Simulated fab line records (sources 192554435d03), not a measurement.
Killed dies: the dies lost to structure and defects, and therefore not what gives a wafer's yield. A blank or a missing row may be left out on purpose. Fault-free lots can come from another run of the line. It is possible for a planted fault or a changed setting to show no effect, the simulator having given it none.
Code-filled problem report in 8D (eight disciplines) form / flow n5_finfet / the parts of the form that need people (team, actions taken, sign-off) are left out

1. THE ISSUE
Mean of raw_defect_count at N5_BEOL_M5_INSPECT_58: 322 over 2 wafers from 1 lot, against 67 (standard deviation 19) on wafers with no fault. Relative to the usual mean, that is a shift of +13 standard deviations.
The step: inspects for defects (darkfield).
First seen on wafer L940.1, day 12 14:16, on defect_inspect-01. The record holds 33 wafers of 11 lots with a number at this step. By rule, "out" or "out of limits" means more than 4 standard deviations away from the usual mean. The other wafers with a number count as sound.

2. WHAT IT IS AND WHAT IT IS NOT
question=which readings at this step | is=raw_defect_count | is not=-
question=which lots | is=L940 | is not=L926, L927, L928, L929, L931, L933, L937, L942, L945, L947
question=which wafers of those lots | is=L940.1, L940.6 | is not=L940.2
question=read on which gauges | is=defect_inspect-01 | is not=defect_inspect-02
question=when | is=from day 12 14:16 | is not=up to then (25 sound wafers); but 6 sound wafers of L945, L947 came after

3. WHAT RULES OUT EACH SUSPECT
Counting: if a tool at a process step up to the reading ran every lot that is out, it stays a suspect. Sound lots after the first of them don't rule it out here, since some wafers of a struck lot are sound.
- the gauge at N5_BEOL_M5_INSPECT_58 has been ruled out. All the wafers that are out were read on defect_inspect-01, but those of them that N5_PASSIVATION_PROBE_49 has rows for are out there too, on other tools.
- pvd_sputter-02 at N5_BEOL_M5_ANNEAL_49 (time 1800 s): kept. It ran the lot that is out, L940 (day 12 08:55); its last sound lot up to then is L942 (day 12 02:17).
- cvd_co-01 at N5_BEOL_M5_PRE_CLEAN_77 (time 15 s): kept. It ran the lot that is out, L940 (day 12 14:01); its last sound lot up to then is L933 (day 11 02:04).
- At N5_BEOL_M5_PRE_CLEAN_77 on cvd_co-01, chamber 0 took the sound wafers of the same lots and chamber 2 took the wafers that are out.
What counting leaves: pvd_sputter-02 at N5_BEOL_M5_ANNEAL_49 and cvd_co-01 at N5_BEOL_M5_PRE_CLEAN_77.

4. THE CAUSE (what the simulator had put in)
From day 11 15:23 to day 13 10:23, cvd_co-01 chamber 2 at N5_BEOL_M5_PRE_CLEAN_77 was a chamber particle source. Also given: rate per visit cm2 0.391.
2 suspects survive the count, and this tool is in that group.

5. SEQUENCE OF EFFECTS, ordered by route
Rows list readings where the struck wafers' mean (over those with a number) sits beyond 3 standard deviations from the usual. Only readings whose record carries a usual standard deviation are examined. hours: median over the lots of the time between each lot's start at the first step of this table that gives one and its start at this step. sigmas: the change, counted in usual standard deviations.
hours=0; step=N5_BEOL_M5_INSPECT_58; reading=raw_defect_count; usual=67; on struck wafers=322; change=+256; sigmas=+13
hours=1; step=N5_BEOL_M6_INSPECT_13; reading=raw_defect_count; usual=378; on struck wafers=664; change=+286; sigmas=+3.5
hours=3; step=N5_BEOL_M6_INSPECT_30; reading=raw_defect_count; usual=379; on struck wafers=636; change=+256; sigmas=+3.1
hours=95; step=N5_PASSIVATION_PROBE_49; reading=defect_limited_yield; usual=91.4 %; on struck wafers=84.8; change=-6.6; sigmas=-4.4
hours=95; step=N5_PASSIVATION_PROBE_49; reading=killed_at_M4_up; usual=12; on struck wafers=94; change=+82; sigmas=+17
hours=95; step=N5_PASSIVATION_PROBE_49; reading=killed_dies; usual=101; on struck wafers=179; change=+78; sigmas=+4.3
hours=95; step=N5_PASSIVATION_PROBE_49; reading=sort_bin_5_function; usual=5.1 %; on struck wafers=9.6; change=+4.5; sigmas=+4.6
hours=95; step=N5_PASSIVATION_PROBE_49; reading=sort_n_pass; usual=1079; on struck wafers=1001; change=-78; sigmas=-4.6
hours=95; step=N5_PASSIVATION_PROBE_49; reading=sort_yield_pct; usual=91.4 %; on struck wafers=84.8; change=-6.6; sigmas=-4.4
Process steps it contains:
- N5_PASSIVATION_PROBE_49
At these later measuring or inspecting steps, every struck wafer for which the step has a row has a number for every such reading, and none has moved that far: N5_BEOL_M6_THK_MEAS_01.

6. HOW IT WOULD HAVE BEEN CAUGHT EARLIER
In this record the first reading out of limits at a measuring or inspecting step was taken at day 12 14:16, 23 hours after the fault began at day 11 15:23.
Of the tool readings at N5_BEOL_M5_PRE_CLEAN_77 for which the record gives a usual standard deviation, none was out on any struck wafer, so an alarm limit of 4 standard deviations on them would not have fired.
By day 12 14:16, every lot that is out (1) had started N5_BEOL_M5_PRE_CLEAN_77 on cvd_co-01. Tool hold at that time: it would have spared none of them.
